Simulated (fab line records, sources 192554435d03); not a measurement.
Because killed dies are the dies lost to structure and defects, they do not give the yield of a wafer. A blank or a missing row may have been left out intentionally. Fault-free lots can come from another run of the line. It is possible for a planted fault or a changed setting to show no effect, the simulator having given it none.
One fault seen from 2 desks	flow n5-finfet	numbers are kept per desk, each desk with only its own; the story behind them comes last

## THE METROLOGY DESK
What the gauges read, lot by lot, whatever tool the lot ran on: means of the sampled wafers that have a number. A lot is out of limits, marked OUT, if its mean lies more than 4 standard deviations from the usual mean; the brackets give that distance.
Columns: A = M15_RS at N5_BEOL_M15_RS_MEAS_54, usual 0.0214 ohm/sq
lot	first seen here	A
L130	day 11 23:05	0.0216
L131	day 12 21:13	0.0208
L132	day 12 21:46	0.0220
L133	day 13 01:01	0.0215
L134	day 13 06:28	0.0207
L136	day 13 12:01	0.0210
L135	day 13 12:05	0.0216
L148	day 16 10:04	0.0216
L146	day 16 16:08	0.0212
L149	day 17 04:21	0.0220
L150	day 17 04:53	0.0220
Finding of this desk: none of the 11 lots has anything out of limits.

## TOOL OWNER'S DESK, rie-metal-01
The tool's own readings at N5_MIM_TOP_ETCH_ETCH_00 (etches TiN in Cl2/BCl3, target depth 38.5 nm): means of the sampled wafers that have a number, for each lot that ran on this tool. A lot is out of limits, marked OUT, if its mean lies more than 4 standard deviations from the usual mean; the brackets give that distance.
Columns: A = bcl3-flow-sccm at N5_MIM_TOP_ETCH_ETCH_00, usual 21.76 sccm; B = bias-w at N5_MIM_TOP_ETCH_ETCH_00, usual 126.0 W; C = drypump-motor-current-A at N5_MIM_TOP_ETCH_ETCH_00, usual 5.9 A; D = oes-product-au at N5_MIM_TOP_ETCH_ETCH_00, usual 0.78 a.u.; E = throttle-valve-pct at N5_MIM_TOP_ETCH_ETCH_00, usual 22.74 %
lot	first seen here	A	B	C	D	E
L132	day 13 02:48	21.77	126.2	5.9	0.78	22.60
L134	day 13 10:30	21.75	125.7	5.7	0.84	22.63
L136	day 13 15:46	21.80	146.2 (+61) OUT	5.7	0.87	22.62
L135	day 13 15:57	21.79	146.0 (+61) OUT	5.6	0.87	22.62
L146	day 16 20:17	21.76	126.1	5.7	0.80	22.64
Finding of this desk: L135, L136 out of limits; the first was L136 at day 13 15:46, on bias-w at N5_MIM_TOP_ETCH_ETCH_00. L132, L134, L146: within limits.

## TAKEN TOGETHER
An alarm could have come from the tool owner's desk at day 13 15:46, on L135, L136.
The metrology desk saw nothing out of limits.
The metrology desk holds a record of L135, L136, inside its limits.
On rie-metal-01, each named lot ran N5_MIM_TOP_ETCH_ETCH_00.

## WHAT THE SIMULATOR PUT IN
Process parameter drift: rie-metal-01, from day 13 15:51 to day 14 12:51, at N5_MIM_TOP_ETCH_ETCH_00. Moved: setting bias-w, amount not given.
Shown lots that were struck: L135, L136.
